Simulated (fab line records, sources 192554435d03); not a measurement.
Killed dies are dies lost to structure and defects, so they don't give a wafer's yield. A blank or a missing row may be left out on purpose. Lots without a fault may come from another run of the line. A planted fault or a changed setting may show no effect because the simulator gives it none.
fab line records | flow n5_finfet
record lots=5 wafers=15 last_day=17
route steps=1938 shown BEOL_M4@1075
lots that met no fault: from a run of the same line without faults
start_h: hours from the record's first day to the start of the lot's first wafer shown | wait_h: hours since the lot's step before | " the same as in the row above | L1.1+2: a row that stands for several wafers | - no value, or no start given | * or withheld: withheld | < > ~ a bound
route shown NAME@n: a module of which the file shows steps, and the number in the route of the first | usual: mean/standard deviation of fault-free wafers | same: alike in all rows | chamber/n: place in a boat | sites: the reading at each site | _std_site: their standard deviation | _edge_site: outer sites' mean less inner sites' | radius_mm: how far each site lies from the wafer's centre | mask NAME#n: copy n | behind: the tool/chamber that last shaped the wafer | hold: why the lot was held/for how many hours/how that ended | device: the transistor (n, p or np) that didn't switch | end of line: the same wafers' tests at the end of the route | a step without rows: its recipe alone | killed: dies lost to structure and defects at the first sort, not the wafer's yield | map: a wafer's dies, x killed, . not, _ none there
set.NAME: the setting as run; set.NAME@STEP: as run at that earlier step | model.NAME: the simulator's own value behind a step, which no gauge read
lots at some steps of the route; a table a step, a row a wafer
services: from which hour (start_h, from the record's first day; less than 0 if before it) a tool's chamber was out of use, for how many hours, and why
## steps
# step N5_BEOL_M4_SRD_40
# recipe time_s=30 temp_c=23 rinse_liquid=diw dry=ipa_marangoni
# usual bath_heat_duty_pct=3.8/0.56
# columns lot.wafer tool chamber start_h wait_h bath_heat_duty_pct
L076.3 wet_bench-05 4 190.14 0.0 3.5
L076.5 " 6 " " 3.4
L076.6 " 3 " " 3.8
L078.1 wet_bench-05 2 201.32 0.0 3.2
L078.4 " 3 " " 3.5
L078.5 " 5 " " 3.5
L081.1 wet_bench-05 0 209.74 0.0 4.4
L081.3 " 2 " " 4.5
L081.4 " 3 " " 3.4
L085.2 wet_bench-01 0 247.14 0.0 3.8
L085.3 " 7 " " 3.3
L085.6 " 1 " " 3.6
L097.1 wet_bench-01 3 311.75 0.0 4.0
L097.4 " 6 " " 3.9
L097.6 " 7 " " 3.1
# step N5_BEOL_M4_PRECLEAN_42
# recipe chemistry=residue_remover time_s=60 temp_c=40
# usual bath_heat_duty_pct=4.6/0.64
# columns lot.wafer tool chamber start_h wait_h bath_heat_duty_pct
L076.3 wet_bench-05 4 190.17 0.0 5.4
L076.5 " 6 " " 4.6
L076.6 " 3 " " 3.8
L078.1 wet_bench-05 2 201.33 0.0 4.7
L078.4 " 3 " " 4.3
L078.5 " 5 " " 5.1
L081.1 wet_bench-05 0 209.75 0.0 5.2
L081.3 " 2 " " 4.5
L081.4 " 3 " " 4.8
L085.2 wet_bench-01 0 247.16 0.0 4.9
L085.3 " 7 " " 3.9
L085.6 " 1 " " 4.5
L097.1 wet_bench-01 3 311.77 0.0 5.3
L097.4 " 6 " " 4.9
L097.6 " 7 " " 4.4
# step N5_BEOL_M4_SRD_43
# recipe time_s=30 temp_c=23 rinse_liquid=diw dry=ipa_marangoni
# usual bath_heat_duty_pct=3.8/0.57
# columns lot.wafer tool chamber start_h wait_h bath_heat_duty_pct
L076.3 wet_bench-05 4 190.20 0.0 4.3
L076.5 " 6 " " 3.9
L076.6 " 3 " " 2.8
L078.1 wet_bench-05 2 201.35 0.0 4.3
L078.4 " 3 " " 2.9
L078.5 " 5 " " 2.8
L081.1 wet_bench-05 0 209.77 0.0 3.3
L081.3 " 2 " " 3.5
L081.4 " 3 " " 3.3
L085.2 wet_bench-01 0 247.17 0.0 3.9
L085.3 " 7 " " 2.6
L085.6 " 1 " " 2.8
L097.1 wet_bench-01 3 311.78 0.0 4.7
L097.4 " 6 " " 3.6
L097.6 " 7 " " 3.7
# step N5_BEOL_M4_CD_MEAS_35
# recipe target_cd_nm=18 target_cd_y_nm=22.4 polarity=opening
# usual cd_nm=18.1/0.34
# columns lot.wafer tool chamber start_h wait_h cd_nm
L076.3 cd_sem-01 - 190.26 0.0 17.3
L076.5 " - " " 18.0
L076.6 " - " " 17.7
L078.1 cd_sem-02 - 201.39 0.0 17.8
L078.4 " - " " 18.3
L078.5 " - " " 17.8
L081.1 cd_sem-02 - 209.81 0.0 18.2
L081.3 " - " " 18.3
L081.4 " - " " 17.9
L085.2 cd_sem-01 - 247.22 0.0 18.5
L085.3 " - " " 18.0
L085.6 " - " " 18.2
L097.1 cd_sem-03 - 311.82 0.0 17.7
L097.4 " - " " 18.0
L097.6 " - " " 18.0
# step N5_BEOL_M4_DEGAS_44
# recipe ambient=vacuum temp_c=250 time_s=60
# usual heater_power_w=316/22
# columns lot.wafer tool chamber start_h wait_h heater_power_w
L076.3 pvd_sputter-02 - 190.54 0.3 299
L076.5 " - " " 286
L076.6 " - " " 310
L078.1 pvd_sputter-02 - 201.89 0.5 279
L078.4 " - " " 305
L078.5 " - " " 356
L081.1 pvd_sputter-02 - 210.03 0.2 359
L081.3 " - " " 300
L081.4 " - " " 282
L085.2 pvd_sputter-02 - 247.26 0.0 358
L085.3 " - " " 303
L085.6 " - " " 302
L097.1 pvd_sputter-01 - 312.54 0.7 344
L097.4 " - " " 309
L097.6 " - " " 301
# step N5_BEOL_M4_PRE_CLEAN_45
# recipe gas=H2/He time_s=30 temp_c=250
# usual heater_power_w=316/22
# columns lot.wafer tool chamber start_h wait_h heater_power_w
L076.3 pvd_sputter-02 - 190.58 0.0 289
L076.5 " - " " 284
L076.6 " - " " 305
L078.1 pvd_sputter-02 - 201.93 0.0 278
L078.4 " - " " 300
L078.5 " - " " 355
L081.1 pvd_sputter-02 - 210.07 0.0 361
L081.3 " - " " 300
L081.4 " - " " 283
L085.2 pvd_sputter-02 - 247.30 0.0 360
L085.3 " - " " 298
L085.6 " - " " 305
L097.1 pvd_sputter-01 - 312.58 0.0 336
L097.4 " - " " 299
L097.6 " - " " 304
# step N5_BEOL_M4_ALD_84
# recipe material=TaN target_thk_a=* temp_c=275 ald_precursor_family=PDMAT ald_co_reactant=NH3 pressure_torr=3 carrier_flow_sccm=1500 pulse_time_s=2 purge_time_s=3 co_reactant_purge_time_s=2 co_reactant_pulse_time_s=3 ald_cycles=30 precursor_vessel_temp_c=75 precursor_vessel_pressure_torr=26.25 precursor_vessel_carrier_sccm=1000
# usual heater_power_w=410/42 mfc_carrier_sccm=1500/5.1 precursor_vessel_temp_c=75.00/0.13
# columns lot.wafer tool chamber start_h wait_h heater_power_w mfc_carrier_sccm precursor_vessel_temp_c
L076.3 ald_metal-03 3 190.64 0.0 501 1501 74.97
L076.5 " 3 " " 495 1503 75.06
L076.6 " 0 " " 387 1510 74.60
L078.1 ald_metal-01 1 202.22 0.3 423 1492 75.21
L078.4 " 2 " " 386 1503 75.13
L078.5 " 1 " " 414 1493 75.01
L081.1 ald_metal-02 2 210.23 0.1 450 1489 75.21
L081.3 " 0 " " 341 1495 75.03
L081.4 " 2 " " 447 1490 74.92
L085.2 ald_metal-02 1 247.36 0.0 441 1496 75.02
L085.3 " 0 " " 334 1497 74.90
L085.6 " 0 " " 340 1498 74.91
L097.1 ald_metal-03 3 312.73 0.1 506 1498 74.99
L097.4 " 0 " " 389 1503 75.02
L097.6 " 3 " " 492 1500 74.89
# step N5_BEOL_M4_SURFACE_TREAT_85
# recipe gas=Ar time_s=* ion_energy_ev=* ion_current_ma_cm2=0.5 pressure_mtorr=* ar_flow_sccm=30
# usual throttle_valve_pct=*
# columns lot.wafer tool chamber start_h wait_h throttle_valve_pct
L076.3 pvd_sputter-01 - 190.90 0.2 *
L076.5 " - " " *
L076.6 " - " " *
L078.1 pvd_sputter-02 - 202.57 0.2 *
L078.4 " - " " *
L078.5 " - " " *
L081.1 pvd_sputter-01 - 210.51 0.2 *
L081.3 " - " " *
L081.4 " - " " *
L085.2 pvd_sputter-01 - 247.58 0.1 *
L085.3 " - " " *
L085.6 " - " " *
L097.1 pvd_sputter-01 - 313.04 0.2 *
L097.4 " - " " *
L097.6 " - " " *
# step N5_BEOL_M4_CVD_47
# recipe material=Co target_thk_a=30 temp_c=withheld precursor=CCTBA/H2 pressure_torr=30 time_s=223.8
# columns lot.wafer tool chamber start_h wait_h
L076.3+5+6 cvd_co-01 2,1,0 191.19 0.3
L078.1+4+5 cvd_co-01 1,0,2 202.86 0.3
L081.1+3+4 cvd_co-02 1,0,0 210.65 0.1
L085.2+3+6 cvd_co-02 2,0,2 247.68 0.1
L097.1+4+6 cvd_co-02 1,0,2 313.21 0.1
# step N5_BEOL_M4_SPUTTER_48
# recipe material=Cu target_thk_a=45 temp_c=-20 chamber_pressure_pa=0.07 power_w=withheld time_s=8.29
# usual substrate_temp_c=-20.00/0.11 throttle_valve_pct=30.7/0.82
# columns lot.wafer tool chamber start_h wait_h substrate_temp_c throttle_valve_pct
L076.3 pvd_sputter-03 - 192.77 1.5 -19.87 31.9
L076.5 " - " " -20.10 31.5
L076.6 " - " " -19.93 30.6
L078.1 pvd_sputter-03 - 203.43 0.5 -20.06 31.7
L078.4 " - " " -20.18 31.7
L078.5 " - " " -20.15 30.6
L081.1 pvd_sputter-02 - 210.83 0.1 -19.93 32.7
L081.3 " - " " -20.04 29.6
L081.4 " - " " -20.18 31.6
L085.2 pvd_sputter-03 - 247.84 0.1 -20.06 31.7
L085.3 " - " " -20.03 30.6
L085.6 " - " " -19.97 31.4
L097.1 pvd_sputter-03 - 313.37 0.1 -20.09 30.8
L097.4 " - " " -20.03 31.8
L097.6 " - " " -20.12 30.6
# step N5_BEOL_M4_ANNEAL_49
# recipe temp_c=400 time_s=240 ambient=vacuum
# usual heater_power_w=792/51 susceptor_temp_C_max=401.0/0.43
# columns lot.wafer tool chamber start_h wait_h heater_power_w susceptor_temp_C_max
L076.3 pvd_sputter-03 - 192.85 0.0 811 400.0
L076.5 " - " " 874 400.7
L076.6 " - " " 729 400.9
L078.1 pvd_sputter-03 - 203.51 0.0 814 400.4
L078.4 " - " " 837 400.4
L078.5 " - " " 770 401.2
L081.1 pvd_sputter-02 - 210.91 0.0 760 401.4
L081.3 " - " " 742 401.3
L081.4 " - " " 878 401.0
L085.2 pvd_sputter-03 - 247.92 0.0 840 400.7
L085.3 " - " " 784 400.8
L085.6 " - " " 832 400.9
L097.1 pvd_sputter-03 - 313.45 0.0 792 400.8
L097.4 " - " " 818 400.7
L097.6 " - " " 777 401.1
# step N5_BEOL_M4_SPUTTER_79
# recipe material=Cu target_thk_a=45 temp_c=-20 chamber_pressure_pa=0.07 power_w=withheld time_s=8.29
# usual substrate_temp_c=-20.00/0.1 throttle_valve_pct=30.7/0.83
# columns lot.wafer tool chamber start_h wait_h substrate_temp_c throttle_valve_pct
L076.3 pvd_sputter-03 - 192.99 0.1 -19.88 31.8
L076.5 " - " " -20.04 31.4
L076.6 " - " " -20.04 30.4
L078.1 pvd_sputter-03 - 203.65 0.1 -19.86 31.8
L078.4 " - " " -19.93 31.5
L078.5 " - " " -20.13 30.7
L081.1 pvd_sputter-02 - 211.05 0.1 -20.06 32.7
L081.3 " - " " -19.82 29.6
L081.4 " - " " -19.94 31.3
L085.2 pvd_sputter-03 - 248.06 0.1 -20.16 31.6
L085.3 " - " " -20.06 30.6
L085.6 " - " " -20.14 31.5
L097.1 pvd_sputter-03 - 313.59 0.1 -20.02 30.5
L097.4 " - " " -19.84 31.8
L097.6 " - " " -20.13 30.7
# step N5_BEOL_M4_ANNEAL_80
# recipe temp_c=400 time_s=240 ambient=vacuum
# usual heater_power_w=793/52 susceptor_temp_C_max=401.0/0.51
# columns lot.wafer tool chamber start_h wait_h heater_power_w susceptor_temp_C_max
L076.3 pvd_sputter-03 - 193.07 0.0 803 400.9
L076.5 " - " " 831 400.3
L076.6 " - " " 737 401.6
L078.1 pvd_sputter-03 - 203.73 0.0 829 400.9
L078.4 " - " " 825 400.0
L078.5 " - " " 780 400.5
L081.1 pvd_sputter-02 - 211.13 0.0 755 400.8
L081.3 " - " " 745 401.5
L081.4 " - " " 863 400.5
L085.2 pvd_sputter-03 - 248.14 0.0 846 400.6
L085.3 " - " " 779 400.9
L085.6 " - " " 832 400.7
L097.1 pvd_sputter-03 - 313.67 0.0 785 401.0
L097.4 " - " " 838 400.7
L097.6 " - " " 791 401.1
# step N5_BEOL_M4_SPUTTER_81
# recipe material=Cu target_thk_a=45 temp_c=-20 chamber_pressure_pa=0.07 power_w=withheld time_s=8.29
# usual substrate_temp_c=-20.00/0.11 throttle_valve_pct=30.7/0.82
# columns lot.wafer tool chamber start_h wait_h substrate_temp_c throttle_valve_pct
L076.3 pvd_sputter-03 - 193.21 0.1 -19.95 31.8
L076.5 " - " " -19.95 31.5
L076.6 " - " " -20.04 30.4
L078.1 pvd_sputter-03 - 203.87 0.1 -20.13 31.8
L078.4 " - " " -19.99 31.6
L078.5 " - " " -19.95 30.7
L081.1 pvd_sputter-02 - 211.27 0.1 -19.98 32.5
L081.3 " - " " -19.87 29.7
L081.4 " - " " -20.01 31.5
L085.2 pvd_sputter-03 - 248.28 0.1 -20.02 31.3
L085.3 " - " " -20.12 30.7
L085.6 " - " " -20.22 31.5
L097.1 pvd_sputter-03 - 313.81 0.1 -20.13 30.4
L097.4 " - " " -20.22 31.8
L097.6 " - " " -19.93 30.4
# step N5_BEOL_M4_ANNEAL_82
# recipe temp_c=400 time_s=240 ambient=vacuum
# usual heater_power_w=794/55 susceptor_temp_C_max=401.0/0.42
# columns lot.wafer tool chamber start_h wait_h heater_power_w susceptor_temp_C_max
L076.3 pvd_sputter-03 - 193.29 0.0 816 400.8
L076.5 " - " " 854 400.5
L076.6 " - " " 736 401.3
L078.1 pvd_sputter-03 - 203.95 0.0 838 400.8
L078.4 " - " " 841 400.5
L078.5 " - " " 795 401.3
L081.1 pvd_sputter-02 - 211.35 0.0 765 400.5
L081.3 " - " " 735 401.3
L081.4 " - " " 889 401.1
L085.2 pvd_sputter-03 - 248.36 0.0 853 400.6
L085.3 " - " " 769 401.2
L085.6 " - " " 849 400.3
L097.1 pvd_sputter-03 - 313.89 0.0 793 400.6
L097.4 " - " " 849 401.1
L097.6 " - " " 777 400.9
# step N5_BEOL_M4_SPUTTER_86
# recipe material=Cu target_thk_a=45 temp_c=-20 chamber_pressure_pa=0.07 power_w=withheld time_s=8.29
# usual substrate_temp_c=-20.00/0.1 throttle_valve_pct=30.6/0.81
# columns lot.wafer tool chamber start_h wait_h substrate_temp_c throttle_valve_pct
L076.3 pvd_sputter-03 - 193.43 0.1 -19.80 31.6
L076.5 " - " " -19.98 31.5
L076.6 " - " " -20.18 30.5
L078.1 pvd_sputter-03 - 204.09 0.1 -19.92 31.8
L078.4 " - " " -20.17 31.6
L078.5 " - " " -20.13 30.7
L081.1 pvd_sputter-02 - 211.49 0.1 -19.93 32.3
L081.3 " - " " -19.94 29.6
L081.4 " - " " -19.89 31.2
L085.2 pvd_sputter-03 - 248.50 0.1 -19.79 31.4
L085.3 " - " " -20.11 30.5
L085.6 " - " " -20.05 31.3
L097.1 pvd_sputter-03 - 314.03 0.1 -19.94 30.5
L097.4 " - " " -20.19 31.9
L097.6 " - " " -19.91 30.8
# step N5_BEOL_M4_ANNEAL_87
# recipe temp_c=400 time_s=240 ambient=vacuum
# usual heater_power_w=793/52 susceptor_temp_C_max=401.0/0.45
# columns lot.wafer tool chamber start_h wait_h heater_power_w susceptor_temp_C_max
L076.3 pvd_sputter-03 - 193.51 0.0 808 401.3
L076.5 " - " " 858 400.4
L076.6 " - " " 720 401.3
L078.1 pvd_sputter-03 - 204.17 0.0 808 400.6
L078.4 " - " " 844 400.8
L078.5 " - " " 797 400.8
L081.1 pvd_sputter-02 - 211.57 0.0 743 400.3
L081.3 " - " " 734 401.2
L081.4 " - " " 869 400.9
L085.2 pvd_sputter-03 - 248.58 0.0 844 400.8
L085.3 " - " " 785 401.4
L085.6 " - " " 830 400.9
L097.1 pvd_sputter-03 - 314.11 0.0 786 401.2
L097.4 " - " " 820 400.6
L097.6 " - " " 792 401.1
# step N5_BEOL_M4_SPUTTER_88
# recipe material=Cu target_thk_a=45 temp_c=-20 chamber_pressure_pa=0.07 power_w=withheld time_s=8.29
# usual substrate_temp_c=-19.99/0.11 throttle_valve_pct=30.7/0.82
# columns lot.wafer tool chamber start_h wait_h substrate_temp_c throttle_valve_pct
L076.3 pvd_sputter-03 - 193.65 0.1 -19.82 31.7
L076.5 " - " " -19.92 31.4
L076.6 " - " " -19.92 30.4
L078.1 pvd_sputter-03 - 204.31 0.1 -20.11 31.9
L078.4 " - " " -19.92 31.9
L078.5 " - " " -19.97 30.7
L081.1 pvd_sputter-02 - 211.71 0.1 -19.90 32.4
L081.3 " - " " -20.16 29.8
L081.4 " - " " -20.05 31.3
L085.2 pvd_sputter-03 - 248.72 0.1 -20.14 31.5
L085.3 " - " " -20.01 30.6
L085.6 " - " " -19.98 31.6
L097.1 pvd_sputter-03 - 314.25 0.1 -19.94 30.6
L097.4 " - " " -20.09 32.0
L097.6 " - " " -20.22 30.7
# step N5_BEOL_M4_ANNEAL_89
# recipe temp_c=400 time_s=240 ambient=vacuum
# usual heater_power_w=794/51 susceptor_temp_C_max=401.0/0.43
# columns lot.wafer tool chamber start_h wait_h heater_power_w susceptor_temp_C_max
L076.3 pvd_sputter-03 - 193.73 0.0 814 401.0
L076.5 " - " " 838 400.6
L076.6 " - " " 750 401.6
L078.1 pvd_sputter-03 - 204.39 0.0 826 401.1
L078.4 " - " " 847 400.7
L078.5 " - " " 776 401.1
L081.1 pvd_sputter-02 - 211.79 0.0 779 400.8
L081.3 " - " " 746 401.4
L081.4 " - " " 874 401.0
L085.2 pvd_sputter-03 - 248.80 0.0 842 400.7
L085.3 " - " " 776 401.1
L085.6 " - " " 835 400.5
L097.1 pvd_sputter-03 - 314.33 0.0 801 401.0
L097.4 " - " " 818 400.6
L097.6 " - " " 761 401.0
# step N5_BEOL_M4_SPUTTER_90
# recipe material=Cu target_thk_a=45 temp_c=-20 chamber_pressure_pa=0.07 power_w=withheld time_s=8.29
# usual substrate_temp_c=-20.01/0.1 throttle_valve_pct=30.7/0.8
# columns lot.wafer tool chamber start_h wait_h substrate_temp_c throttle_valve_pct
L076.3 pvd_sputter-03 - 193.87 0.1 -19.97 32.0
L076.5 " - " " -20.01 31.5
L076.6 " - " " -20.05 30.4
L078.1 pvd_sputter-03 - 204.53 0.1 -20.20 31.5
L078.4 " - " " -19.98 31.4
L078.5 " - " " -19.89 30.8
L081.1 pvd_sputter-02 - 211.93 0.1 -20.05 32.3
L081.3 " - " " -20.18 29.6
L081.4 " - " " -20.17 31.3
L085.2 pvd_sputter-03 - 248.94 0.1 -19.88 31.5
L085.3 " - " " -19.89 30.6
L085.6 " - " " -19.80 31.6
L097.1 pvd_sputter-03 - 314.47 0.1 -20.12 30.8
L097.4 " - " " -20.02 32.0
L097.6 " - " " -19.95 30.8
# step N5_BEOL_M4_ANNEAL_91
# recipe temp_c=400 time_s=240 ambient=vacuum
# usual heater_power_w=795/54 susceptor_temp_C_max=401.0/0.46
# columns lot.wafer tool chamber start_h wait_h heater_power_w susceptor_temp_C_max
L076.3 pvd_sputter-03 - 193.95 0.0 814 400.5
L076.5 " - " " 845 400.5
L076.6 " - " " 746 401.4
L078.1 pvd_sputter-03 - 204.61 0.0 828 400.9
L078.4 " - " " 858 400.2
L078.5 " - " " 796 400.7
L081.1 pvd_sputter-02 - 212.01 0.0 775 400.6
L081.3 " - " " 732 400.9
L081.4 " - " " 881 401.0
L085.2 pvd_sputter-03 - 249.02 0.0 863 400.4
L085.3 " - " " 777 401.2
L085.6 " - " " 854 400.2
L097.1 pvd_sputter-03 - 314.55 0.0 780 401.0
L097.4 " - " " 827 401.2
L097.6 " - " " 806 401.3
# step N5_BEOL_M4_SPUTTER_92
# recipe material=Cu target_thk_a=45 temp_c=-20 chamber_pressure_pa=0.07 power_w=withheld time_s=8.29
# usual substrate_temp_c=-20.01/0.1 throttle_valve_pct=30.7/0.8
# columns lot.wafer tool chamber start_h wait_h substrate_temp_c throttle_valve_pct
L076.3 pvd_sputter-03 - 194.09 0.1 -19.99 31.9
L076.5 " - " " -20.03 31.6
L076.6 " - " " -19.73 30.3
L078.1 pvd_sputter-03 - 204.75 0.1 -19.94 31.9
L078.4 " - " " -19.89 31.4
L078.5 " - " " -20.00 30.8
L081.1 pvd_sputter-02 - 212.15 0.1 -19.97 32.6
L081.3 " - " " -19.81 29.6
L081.4 " - " " -19.96 31.2
L085.2 pvd_sputter-03 - 249.16 0.1 -19.90 31.3
L085.3 " - " " -20.07 30.6
L085.6 " - " " -19.91 31.5
L097.1 pvd_sputter-03 - 314.69 0.1 -19.97 30.7
L097.4 " - " " -19.99 32.0
L097.6 " - " " -20.06 30.8
# step N5_BEOL_M4_ANNEAL_93
# recipe temp_c=400 time_s=240 ambient=vacuum
# usual heater_power_w=795/54 susceptor_temp_C_max=401.0/0.45
# columns lot.wafer tool chamber start_h wait_h heater_power_w susceptor_temp_C_max
L076.3 pvd_sputter-03 - 194.17 0.0 825 400.7
L076.5 " - " " 828 400.2
L076.6 " - " " 735 401.1
L078.1 pvd_sputter-03 - 204.83 0.0 829 401.2
L078.4 " - " " 848 400.3
L078.5 " - " " 759 401.0
L081.1 pvd_sputter-02 - 212.23 0.0 783 400.7
L081.3 " - " " 719 401.6
L081.4 " - " " 866 400.7
L085.2 pvd_sputter-03 - 249.24 0.0 865 400.8
L085.3 " - " " 775 401.1
L085.6 " - " " 826 400.6
L097.1 pvd_sputter-03 - 314.77 0.0 788 401.4
L097.4 " - " " 826 400.8
L097.6 " - " " 788 400.9
# step N5_BEOL_M4_SPUTTER_94
# recipe material=Cu target_thk_a=45 temp_c=-20 chamber_pressure_pa=0.07 power_w=withheld time_s=8.29
# usual substrate_temp_c=-20.00/0.11 throttle_valve_pct=30.7/0.82
# columns lot.wafer tool chamber start_h wait_h substrate_temp_c throttle_valve_pct
L076.3 pvd_sputter-03 - 194.31 0.1 -20.14 32.0
L076.5 " - " " -19.85 31.7
L076.6 " - " " -20.10 30.6
L078.1 pvd_sputter-03 - 204.97 0.1 -19.90 32.0
L078.4 " - " " -19.83 31.3
L078.5 " - " " -20.07 30.6
L081.1 pvd_sputter-02 - 212.37 0.1 -19.86 32.4
L081.3 " - " " -20.11 29.5
L081.4 " - " " -20.01 31.1
L085.2 pvd_sputter-03 - 249.38 0.1 -20.06 31.5
L085.3 " - " " -20.16 30.8
L085.6 " - " " -20.02 31.4
L097.1 pvd_sputter-03 - 314.91 0.1 -20.02 30.8
L097.4 " - " " -19.98 31.9
L097.6 " - " " -20.19 30.9
# step N5_BEOL_M4_ANNEAL_95
# recipe temp_c=400 time_s=240 ambient=vacuum
# usual heater_power_w=795/52 susceptor_temp_C_max=401.0/0.55
# columns lot.wafer tool chamber start_h wait_h heater_power_w susceptor_temp_C_max
L076.3 pvd_sputter-03 - 194.39 0.0 825 401.0
L076.5 " - " " 852 400.3
L076.6 " - " " 741 401.0
L078.1 pvd_sputter-03 - 205.05 0.0 811 400.7
L078.4 " - " " 858 400.5
L078.5 " - " " 782 401.3
L081.1 pvd_sputter-02 - 212.45 0.0 752 400.3
L081.3 " - " " 736 401.0
L081.4 " - " " 851 400.6
L085.2 pvd_sputter-03 - 249.46 0.0 855 400.5
L085.3 " - " " 773 400.8
L085.6 " - " " 831 400.1
L097.1 pvd_sputter-03 - 314.99 0.0 766 400.6
L097.4 " - " " 821 401.2
L097.6 " - " " 794 400.3
# step N5_BEOL_M4_SPUTTER_96
# recipe material=Cu target_thk_a=45 temp_c=-20 chamber_pressure_pa=0.07 power_w=withheld time_s=8.29
# usual substrate_temp_c=-20.00/0.1 throttle_valve_pct=30.6/0.83
# columns lot.wafer tool chamber start_h wait_h substrate_temp_c throttle_valve_pct
L076.3 pvd_sputter-03 - 194.53 0.1 -19.78 31.8
L076.5 " - " " -20.06 31.6
L076.6 " - " " -20.08 30.4
L078.1 pvd_sputter-03 - 205.19 0.1 -19.99 31.7
L078.4 " - " " -20.03 31.6
L078.5 " - " " -19.97 30.5
L081.1 pvd_sputter-02 - 212.59 0.1 -20.15 32.3
L081.3 " - " " -20.09 29.8
L081.4 " - " " -19.98 31.3
L085.2 pvd_sputter-03 - 249.60 0.1 -19.87 31.3
L085.3 " - " " -20.05 30.8
L085.6 " - " " -19.94 31.5
L097.1 pvd_sputter-03 - 315.13 0.1 -20.11 30.7
L097.4 " - " " -19.93 32.0
L097.6 " - " " -19.97 30.4
# step N5_BEOL_M4_ECD_50
# recipe material=Cu target_thk_a=3000
# columns lot.wafer tool chamber start_h wait_h
L076.3+5+6 ecd_cu-01 1,1,0 194.67 0.1
L078.1+4+5 ecd_cu-01 0,1,0 205.30 0.1
L081.1+3+4 ecd_cu-02 1,0,1 212.72 0.1
L085.2+3+6 ecd_cu-02 1,0,1 249.72 0.1
L097.1+4+6 ecd_cu-01 0,1,1 315.25 0.1
# step N5_BEOL_M4_ANNEAL_51
# recipe temp_c=225 time_s=90 ambient=N2
# usual wafer_temp_C_max=226.4/0.65
# columns lot.wafer tool chamber start_h wait_h wafer_temp_C_max
L076.3 rtp_anneal-02 0 194.82 0.1 225.8
L076.5 " 0 " " 225.8
L076.6 " 0 " " 225.8
L078.1 rtp_anneal-01 0 205.45 0.1 227.1
L078.4 " 0 " " 226.7
L078.5 " 0 " " 227.2
L081.1 rtp_anneal-02 0 212.96 0.2 225.8
L081.3 " 0 " " 225.7
L081.4 " 0 " " 225.4
L085.2 rtp_anneal-02 0 249.84 0.1 226.1
L085.3 " 0 " " 226.1
L085.6 " 0 " " 225.9
L097.1 rtp_anneal-02 0 315.32 0.1 226.0
L097.4 " 0 " " 225.5
L097.6 " 0 " " 225.8
# step N5_BEOL_M4_CMP_52
# recipe stop_on=SiOC t_overpolish_s=6.8 down_force_psi=1 platen_rpm=50 clearing_platen_down_force_psi=1.5 clearing_platen_rpm=50 post_cmp_clean=cu_alkaline target_thk_nm=40 clearing_platen_pad_velocity_m_s=0.99484 pad_velocity_m_s=0.99484
# usual barrier_field_endpoint_s=24.9/0.77 motor_current_A=5.6/0.57 overpolish_run_s=6.801/0.0091 time_to_endpoint_s=63/4.1
# columns lot.wafer tool chamber start_h wait_h barrier_field_endpoint_s motor_current_A overpolish_run_s time_to_endpoint_s
L076.3 cmp-03 0 195.10 0.2 24.6 5.6 6.806 64
L076.6 " 2 " " 24.2 5.5 6.821 62
L076.5 " 3 " " 25.0 6.4 6.806 65
L078.4 cmp-04 2 205.88 0.3 24.7 5.4 6.801 59
L078.1 " 3 " " 24.7 6.2 6.816 61
L078.5 " 0 " " 23.8 5.6 6.806 58
L081.4 cmp-02 3 213.30 0.2 26.2 5.4 6.771 71
L081.1 " 0 " " 24.8 6.1 6.797 63
L081.3 " 1 " " 24.6 5.4 6.799 62
L085.2 cmp-04 3 250.13 0.2 23.8 6.4 6.798 61
L085.3 " 0 " " 23.5 5.7 6.796 56
L085.6 " 3 " " 24.4 6.3 6.796 61
L097.1 cmp-03 1 315.62 0.3 25.5 5.3 6.804 65
L097.4 " 2 " " 23.5 5.3 6.804 56
L097.6 " 2 " " 24.6 5.4 6.789 57
# step N5_BEOL_M4_THK_MEAS_53
# recipe thk_meas_gauge=xrf reads=Cu_of_BEOL_M4_ECD_50
# usual M4_THK=40.8/1.5
# columns lot.wafer tool chamber start_h wait_h M4_THK[nm]
L076.3 film_metro-02 - 195.32 - 40.7
L076.5 " - " " 42.3
L076.6 " - " " 41.1
L078.1 film_metro-02 - 206.10 - 39.7
L078.4 " - " " 40.0
L078.5 " - " " 40.4
L081.1 film_metro-02 - 213.55 - 40.4
L081.3 " - " " 41.5
L081.4 " - " " 43.4
L085.2 film_metro-01 - 250.39 - 42.5
L085.3 " - " " 40.2
L085.6 " - " " 39.4
L097.1 film_metro-02 - 315.91 - 41.2
L097.4 " - " " 39.5
L097.6 " - " " 38.4
# step N5_BEOL_M4_PRE_CLEAN_60
# recipe gas=NH3/H2 time_s=15 temp_c=* rf_power_w=300
# usual heater_power_w=82/20
# columns lot.wafer tool chamber start_h wait_h heater_power_w
L076.3 cvd_co-02 1 195.36 0.0 111
L076.5 " 2 " " 49
L076.6 " 0 " " 69
L078.1 cvd_co-01 2 206.14 0.0 95
L078.4 " 0 " " 84
L078.5 " 1 " " 86
L081.1 cvd_co-01 1 213.59 0.0 83
L081.3 " 0 " " 83
L081.4 " 2 " " 94
L085.2 cvd_co-02 1 250.42 0.0 114
L085.3 " 0 " " 70
L085.6 " 0 " " 70
L097.1 cvd_co-02 1 315.95 0.0 110
L097.4 " 1 " " 113
L097.6 " 0 " " 72
# step N5_BEOL_M4_CO_CAP_55
# recipe material=Co target_thk_a=20 temp_c=200 precursor=CCTBA/H2 pressure_torr=30 time_s=102.1
# usual heater_power_w=232/26
# columns lot.wafer tool chamber start_h wait_h heater_power_w
L076.3 cvd_co-02 1 195.40 0.0 273
L076.5 " 2 " " 195
L076.6 " 0 " " 218
L078.1 cvd_co-01 2 206.18 0.0 240
L078.4 " 0 " " 228
L078.5 " 1 " " 233
L081.1 cvd_co-01 1 213.63 0.0 231
L081.3 " 0 " " 235
L081.4 " 2 " " 248
L085.2 cvd_co-02 1 250.46 0.0 272
L085.3 " 0 " " 221
L085.6 " 0 " " 215
L097.1 cvd_co-02 1 315.99 0.0 274
L097.4 " 1 " " 274
L097.6 " 0 " " 213
## services
# columns tool chamber start_h hours kind
cmp-04 - 185.04 3.2 repair
ecd_cu-02 - 191.73 0.4 repair
cvd_co-02 - 192.37 1.5 repair
cmp-03 - 200.43 2.5 repair
cmp-02 - 201.77 6.7 pm
cmp-02 - 209.12 0.2 repair
cvd_co-02 - 224.41 0.3 repair
cmp-03 - 233.02 4.0 pm
ald_metal-02 1 233.87 13.2 repair
cmp-03 - 237.02 - consumable_replace:conditioner
cmp-03 - 237.02 - consumable_replace:pad
cmp-04 - 257.55 19.6 repair
ald_metal-01 - 269.73 2.7 repair
wet_bench-01 - 274.09 0.5 repair
ecd_cu-02 - 278.44 1.1 repair
cvd_co-01 2 285.19 1.8 repair
cmp-04 - 293.90 0.8 repair
cvd_co-01 0 301.66 3.4 repair
ecd_cu-02 - 305.80 0.3 repair
wet_bench-05 - 309.36 0.7 repair
cmp-02 - 313.84 4.0 pm
## key
fault none
